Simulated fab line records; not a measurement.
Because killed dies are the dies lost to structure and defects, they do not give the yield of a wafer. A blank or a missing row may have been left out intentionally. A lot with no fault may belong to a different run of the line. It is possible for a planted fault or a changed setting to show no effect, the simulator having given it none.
Comparing a struck lot with a sound one    flow nandHarc    12 steps out of a route of 1159
Sound: the wafers L501.1, L501.2, L501.5. Struck: wafers L493.2, L493.3, L493.4. The cause comes at the end.
Each step with rows lists, per side, the tool, then ch with its chambers, then its first start. Under that, the readings that differ: sound wafers    struck wafers    difference of the means    sigmas: that difference in standard deviations of wafers without a fault.
alike: readings whose means differ by less than 2 such deviations, and words and numbers that are the same on both sides. not compared: withheld readings, readings that some wafer has no value for, bounds like >300 that may hide the same value, and numbers for which the record gives no deviation and whose values overlap.
A row with sigmas, a row that says differs or no value, or rows on one side alone: a step with any of these is where the two part. Numbers that don't overlap but have no deviation are shown without sigmas and don't part them. A reading missing from all wafers of one side parts the sides only when that side holds two or more wafers.

first, 1 step without rows for these wafers: NHARC_P_BONDPAD_ECD_18 (material Cu, target thk 400 nm).
NHARC_P_BONDPAD_ANNEAL_28: time 90 s.
  sound on rtpAnneal-01 ch 0, day 11 18:57; struck on rtpAnneal-02 ch 0, day 9 19:33
  alike: wafer_temp_C_max
NHARC_P_BONDPAD_CMP_19: polishes, t overpolish 30 s, cu recess touch 16 s, target thk 160.81 nm.
  sound on cmp-03 ch 0,1,2, day 11 19:19; struck on cmp-03 ch 0,2,3, day 9 19:53
  alike: motorCurrentA, overpolishRunS, slurryFilterDpKPa, slurryFlowMlMin
NHARC_P_BONDPAD_THK_MEAS_20: measures by xrf.
  sound: filmMetro-01 at day 11 19:37; struck: filmMetro-02 at day 9 20:11
  alike: thkNm
then, 1 step without rows for these wafers: NHARC_P_BONDPAD_SRD_21 (time 30 s, dry time 20 s).
NHARC_P_BONDPAD_INSPECT_23:
  sound: defectInspect-01 at day 11 19:49; struck: defectInspect-01 at day 9 20:23
  alike: rawDefectCount
NHARC_P_BONDPAD_ACTIVATE_29: chemistry N2, time 60 s.
  sound on rieDiel-08 ch 1,2, day 11 19:53; struck on rieDiel-08 ch 0,1,2, day 9 20:27
  alike: drypumpMotorCurrentA, oesProductAu, rfVppV, showerheadPlenumPTorr
  not compared: rfHoursCounterH
then, 2 steps without rows for these wafers: NHARC_P_BONDPAD_PRECLEAN_30 (cleans in DIW, time 300 s); NHARC_P_BONDPAD_SRD_31 (time 30 s, dry time 20 s).
NHARC_A_START_INSPECT_01:
  sound: defectInspect-01 at day 11 20:17; struck: defectInspect-02 at day 9 20:52
  alike: rawDefectCount
NHARC_A_ZERO_WELL_PRECLEAN_00: cleans in SPM, time 600 s.
  sound on wetBench-01 ch 0,1,3, day 11 20:22; struck on wetBench-01 ch 1,6,7, day 9 20:57
  no value came back on the struck wafers for bathGuardTempC (C), bathHeatDutyPct (%); on the sound wafers bathGuardTempC (C) reads 118.6 120.3 121.1
then, 1 step without rows for these wafers: NHARC_A_ZERO_WELL_SRD_01.

## WHERE THEY PART
At NHARC_A_ZERO_WELL_PRECLEAN_00 and nowhere else, as far as this record goes.

WHY: what the simulator had put in
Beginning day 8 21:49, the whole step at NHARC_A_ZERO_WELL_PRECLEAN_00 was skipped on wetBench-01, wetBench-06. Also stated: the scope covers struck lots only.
